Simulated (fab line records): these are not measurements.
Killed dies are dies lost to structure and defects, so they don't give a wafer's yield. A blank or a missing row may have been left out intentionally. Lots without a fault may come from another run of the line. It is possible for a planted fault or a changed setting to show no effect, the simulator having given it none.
Matching of chambers    flow nand-harc    NHARC_P_ZERO_WELL_ETCH_65 on rie-diel-01: 4 sister chambers
The step etches the open film in N2/H2, target depth 80 nm, overetch 24 nm, time 87.88 s. 4 wafers are shown with their chamber, then 7 later ones without.

## WAFERS PAIRED WITH THEIR CHAMBERS
wafer   chamber  showerhead-plenum-p-Torr (Torr)
L985.4  3        2.05
L989.3  1        1.89
L993.1  2        2.20
L993.3  0        2.14

## WAFERS WITHOUT THEIR CHAMBER
wafer   showerhead-plenum-p-Torr (Torr)
L993.4  2.04
L995.3  1.88
L995.5  2.20
L995.6  2.04
L996.1  2.14
L996.3  1.88
L996.4  2.19

## THE CHAMBER EACH PASSED THROUGH
wafer   from the rows above  in truth
L993.4  3                    3
L995.3  1                    1
L995.5  2                    2
L995.6  3                    3
L996.1  0                    0
L996.3  1                    1
L996.4  2                    2
7 of 7 placed correctly. Left unplaced by these rows: 0. 0 placed wrongly.
How it was worked out, from the rows above alone: a wafer's distance from a chamber is the root of the sum, over the readings, of the square of ((its reading less the chamber's mean) divided by the reading's scatter). If the next closest chamber is less than 2 further off than the closest, the wafer can't be placed; otherwise it belongs to the closest. A chamber's mean is the mean of its shown wafers. The scatter: with one shown wafer a chamber, the root of the mean of the squares of how far each hidden wafer lies from its nearest shown one.
